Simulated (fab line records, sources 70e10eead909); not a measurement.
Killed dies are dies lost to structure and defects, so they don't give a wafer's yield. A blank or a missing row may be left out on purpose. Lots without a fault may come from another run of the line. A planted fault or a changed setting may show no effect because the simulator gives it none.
Which tool did it? | flow nand_harc | 11 lots, 33 wafers sampled, at 5 steps of a route of 1302

WHAT THE GAUGES READ, wafer by wafer
NHARC_END_SORT_01. Usual: killed_at_array 55, standard deviation 23; killed_at_other 1.0, standard deviation 1.2; killed_at_periphery 3.2, standard deviation 2.7; killed_dies 59, standard deviation 23; killed_open 3.1, standard deviation 1.6; killed_short 2.2, standard deviation 1.5.
lot  | measured     | on        | killed_at_array | killed_at_other | killed_at_periphery | killed_dies | killed_open | killed_short | flag
L136 | day 29 02:59 | prober-02 | 620 624 591     | 3 2 2           | 3 2 2               | 626 628 595 | 5 6 3       | 1 2 0        | OFF
L139 | day 30 03:25 | prober-02 | 581 601 614     | 0 1 0           | 1 4 6               | 582 606 620 | 3 5 3       | 2 5 3        | OFF

WHICH TOOL RAN EACH LOT (tool, then ch and the chambers of the sampled wafers, then the start)
lot  | NHARC_A_SGD_CUT_DEP_00          | NHARC_A_SGD_CUT_DESCUM_14          | NHARC_A_SGD_CUT_ETCH_59                       | NHARC_A_SGD_CUT_ETCH_16
L125 | pecvd-03 ch 0,1,2, day 19 13:07 | rie_diel-03 ch 0,2,3, day 19 14:01 | rie_diel-03 ch 1,2,3, day 19 14:41 or earlier | rie_diel-03 ch 0,1,3, day 19 14:41
L128 | pecvd-01 ch 0,1,2, day 20 09:50 | rie_diel-12 ch 0,1,3, day 20 10:41 | rie_diel-12 ch 1,2, day 20 11:17 or earlier   | rie_diel-12 ch 2,3, day 20 11:17
L129 | pecvd-04 ch 1,2, day 20 09:57   | rie_diel-06 ch 0,2, day 20 10:49   | rie_diel-06 ch 0,1, day 20 11:30 or earlier   | rie_diel-06 ch 0,1, day 20 11:30
L130 | pecvd-01 ch 0,1, day 21 01:49   | rie_diel-06 ch 0,2, day 21 02:43   | rie_diel-06 ch 2,3, day 21 03:17 or earlier   | rie_diel-06 ch 2,3, day 21 03:17
L136 | pecvd-04 ch 0,2, day 23 19:42   | rie_diel-12 ch 0,1, day 23 20:34   | rie_diel-12 ch 0,1, day 23 21:10 or earlier   | rie_diel-12 ch 1,2,3, day 23 21:10
L137 | pecvd-01 ch 0,1, day 24 03:25   | rie_diel-03 ch 0,1,2, day 24 04:20 | rie_diel-03 ch 1,2, day 24 04:53 or earlier   | rie_diel-03 ch 1,2, day 24 04:53
L139 | pecvd-03 ch 0,2, day 24 21:17   | rie_diel-12 ch 2,3, day 24 22:09   | rie_diel-12 ch 1,3, day 24 22:50 or earlier   | rie_diel-12 ch 1,2,3, day 24 22:50
L145 | pecvd-01 ch 0,1, day 27 03:21   | rie_diel-03 ch 0,1,3, day 27 04:13 | rie_diel-03 ch 0,1,3, day 27 04:47 or earlier | rie_diel-03 ch 0,2, day 27 04:47
L144 | pecvd-01 ch 0,1,2, day 27 03:38 | rie_diel-06 ch 0,2,3, day 27 04:26 | rie_diel-06 ch 0,1,3, day 27 04:59 or earlier | rie_diel-06 ch 0,3, day 27 04:59
L146 | pecvd-04 ch 0,1,2, day 27 23:25 | rie_diel-06 ch 0,3, day 28 00:17   | rie_diel-06 ch 1,2,3, day 28 00:52 or earlier | rie_diel-06 ch 1,2,3, day 28 00:52
L147 | pecvd-01 ch 0,2, day 28 04:40   | rie_diel-12 ch 1,2,3, day 28 05:35 | rie_diel-12 ch 0,1,2, day 28 06:08 or earlier | rie_diel-12 ch 0,1, day 28 06:08
- NHARC_A_SGD_CUT_DEP_00: deposits SiNx, target thk 50 nm.
- NHARC_A_SGD_CUT_DESCUM_14: chemistry O2, time 3 s.
- NHARC_A_SGD_CUT_ETCH_59: etches the open film in N2/H2, target depth 260 nm, time 406.25 s.
- NHARC_A_SGD_CUT_ETCH_16: etches the open film in C4F8/O2/Ar, target depth 310.5 nm, time 155.2 s.

WHAT THE TOOLS THEMSELVES READ (means of the sampled wafers that have a number; where no wafer has one, the mark that the record gives instead)
NHARC_A_SGD_CUT_DEP_00. Usual: heater_power_w 679 W, standard deviation 98.
lot  | tool     | heater_power_w (W) | flag
L125 | pecvd-03 | 707                |
L128 | pecvd-01 | 615                |
L129 | pecvd-04 | 759                |
L130 | pecvd-01 | 671                |
L136 | pecvd-04 | 741                |
L137 | pecvd-01 | 683                |
L139 | pecvd-03 | 805                |
L145 | pecvd-01 | 646                |
L144 | pecvd-01 | 579                |
L146 | pecvd-04 | 688                |
L147 | pecvd-01 | 607                |

NHARC_A_SGD_CUT_DESCUM_14. Usual: drypump_motor_current_A 5.4 A, standard deviation 0.45; oes_product_au 0.999 a.u., standard deviation 0.0096; rf_vpp_V 57.8 V, standard deviation 0.82; showerhead_plenum_p_Torr 1.93 Torr, standard deviation 0.078; throttle_valve_pct 11.310 %, standard deviation 0.0096.
lot  | tool        | drypump_motor_current_A (A) | oes_product_au (a.u.) | rf_vpp_V (V) | showerhead_plenum_p_Torr (Torr) | throttle_valve_pct (%) | flag
L125 | rie_diel-03 | 5.6                         | 0.987                 | 57.6         | 1.94                            | 11.308                 |
L128 | rie_diel-12 | 5.4                         | 0.996                 | 58.9         | 1.95                            | 11.308                 |
L129 | rie_diel-06 | 5.3                         | 1.003                 | 58.2         | 1.91                            | 11.301                 |
L130 | rie_diel-06 | 5.3                         | 1.003                 | 57.5         | 1.91                            | 11.310                 |
L136 | rie_diel-12 | 5.7                         | 1.015                 | 57.8         | 1.95                            | 11.308                 |
L137 | rie_diel-03 | 5.6                         | 1.002                 | 57.6         | 1.91                            | 11.300                 |
L139 | rie_diel-12 | 5.2                         | 1.006                 | 58.2         | 1.88                            | 11.310                 |
L145 | rie_diel-03 | 5.0                         | 0.993                 | 57.5         | 1.88                            | 11.306                 |
L144 | rie_diel-06 | 5.5                         | 1.001                 | 57.8         | 1.92                            | 11.299                 |
L146 | rie_diel-06 | 5.7                         | 0.993                 | 58.2         | 2.00                            | 11.310                 |
L147 | rie_diel-12 | 5.5                         | 1.012                 | 57.7         | 1.91                            | 11.313                 |

NHARC_A_SGD_CUT_ETCH_59. Usual: bias_w 150.0 W, standard deviation 0.44; drypump_motor_current_A 5.5 A, standard deviation 0.49; n2_flow_sccm 150.1 sccm, standard deviation 0.45; oes_product_au 1.002 a.u., standard deviation 0.0089; rf_vpp_V 431.0 V, standard deviation 2.4; run_length_s 427.5 s, standard deviation 0.5; showerhead_plenum_p_Torr 2.06 Torr, standard deviation 0.086; throttle_valve_pct 14.171 %, standard deviation 0.0088.
lot  | tool        | bias_w (W) | drypump_motor_current_A (A) | n2_flow_sccm (sccm) | oes_product_au (a.u.) | rf_vpp_V (V) | run_length_s (s) | showerhead_plenum_p_Torr (Torr) | throttle_valve_pct (%) | flag
L125 | rie_diel-03 | 149.7      | 5.5                         | 150.1               | 0.999                 | 431.0        | 427.5            | 2.06                            | 14.174                 |
L128 | rie_diel-12 | 149.7      | 5.8                         | 149.7               | 1.006                 | 431.2        | 427.2            | 2.03                            | 14.169                 |
L129 | rie_diel-06 | 150.6      | 5.6                         | 149.7               | 1.003                 | 433.5        | 428.0            | 2.15                            | 14.173                 |
L130 | rie_diel-06 | 150.1      | 5.6                         | 150.0               | 1.008                 | 431.0        | 426.8            | 2.07                            | 14.165                 |
L136 | rie_diel-12 | 150.0      | 5.4                         | 150.1               | 1.006                 | 432.2        | 427.1            | 2.09                            | 14.175                 |
L137 | rie_diel-03 | 150.2      | 6.0                         | 149.6               | 1.016                 | 431.5        | 427.6            | 2.08                            | 14.163                 |
L139 | rie_diel-12 | 150.3      | 5.7                         | 150.1               | 1.009                 | 431.8        | 426.9            | 2.07                            | 14.169                 |
L145 | rie_diel-03 | 149.6      | 5.1                         | 149.8               | 0.989                 | 429.8        | 427.6            | 2.01                            | 14.181                 |
L144 | rie_diel-06 | 149.9      | 5.7                         | 150.5               | 0.999                 | 433.3        | 427.7            | 2.14                            | 14.174                 |
L146 | rie_diel-06 | 150.3      | 5.5                         | 150.5               | 1.004                 | 431.3        | 427.6            | 2.07                            | 14.167                 |
L147 | rie_diel-12 | 149.8      | 5.5                         | 150.2               | 1.017                 | 431.3        | 427.3            | 2.05                            | 14.174                 |

NHARC_A_SGD_CUT_ETCH_16. Usual: bias_w 800.0 W, standard deviation 2.2; oes_product_au 0.976 a.u., standard deviation 0.014; rf_vpp_V 724 V, standard deviation 4.1; run_length_s 176.5 s, standard deviation 0.5.
lot  | tool        | bias_w (W) | oes_product_au (a.u.) | rf_vpp_V (V) | run_length_s (s) | flag
L125 | rie_diel-03 | 798.4      | 0.949                 | 722          | 176.5            |
L128 | rie_diel-12 | 798.0      | 0.981                 | 723          | 176.7            |
L129 | rie_diel-06 | 800.5      | 0.980                 | 729          | 177.1            |
L130 | rie_diel-06 | 800.8      | 0.981                 | 724          | 175.8            |
L136 | rie_diel-12 | -          | 0.973                 | 724          | 161.4            | OFF
L137 | rie_diel-03 | 798.6      | 0.988                 | 723          | 176.4            |
L139 | rie_diel-12 | -          | 0.974                 | 723          | 161.5            | OFF
L145 | rie_diel-03 | 802.6      | 0.976                 | 723          | 176.5            |
L144 | rie_diel-06 | 799.0      | 0.975                 | 725          | 176.4            |
L146 | rie_diel-06 | 801.0      | 0.977                 | 725          | 176.4            |
L147 | rie_diel-12 | 798.7      | 1.000                 | 726          | 176.2            |

THE ANSWER, worked out from the rows above alone
Rule: a lot is off if the mean of its wafers that have a number lies more than 3 standard deviations from the usual mean. A lot without any number at a reading at which 4 lots or more have one is off too. The other lots that the step has rows for count as sound. The gauges are gone through in route order, then the tools' own readings, and for those a lot's mean is taken as printed above. The first step at which some lot is off is used, and at that step the reading that is off furthest; a lot without a number counts as furthest.
Off: L136, L139, at NHARC_END_SORT_01 (killed_dies). Neither off nor sound, because the step has no rows for them: L125, L128, L129, L130, L137, L145, L144, L146, L147.
A tool fits if, at a process step before that reading, it ran every lot that is off, and no sound lot after the first of them. The gauges at NHARC_END_SORT_01 aren't tried: what is off there is off at NHARC_A_SGD_CUT_ETCH_16 too, on other tools, and a gauge's error can't cause that. NHARC_A_SGD_CUT_ETCH_59 gives no start for some lots, so the hours and the order of its lots are those of NHARC_A_SGD_CUT_ETCH_16. One fits: rie_diel-12 at NHARC_A_SGD_CUT_DESCUM_14 and NHARC_A_SGD_CUT_ETCH_59 and NHARC_A_SGD_CUT_ETCH_16. It ran no sound lot before its first lot that is off in this sample, so the start can't be narrowed down.

WHAT THE SIMULATOR HAD PUT IN
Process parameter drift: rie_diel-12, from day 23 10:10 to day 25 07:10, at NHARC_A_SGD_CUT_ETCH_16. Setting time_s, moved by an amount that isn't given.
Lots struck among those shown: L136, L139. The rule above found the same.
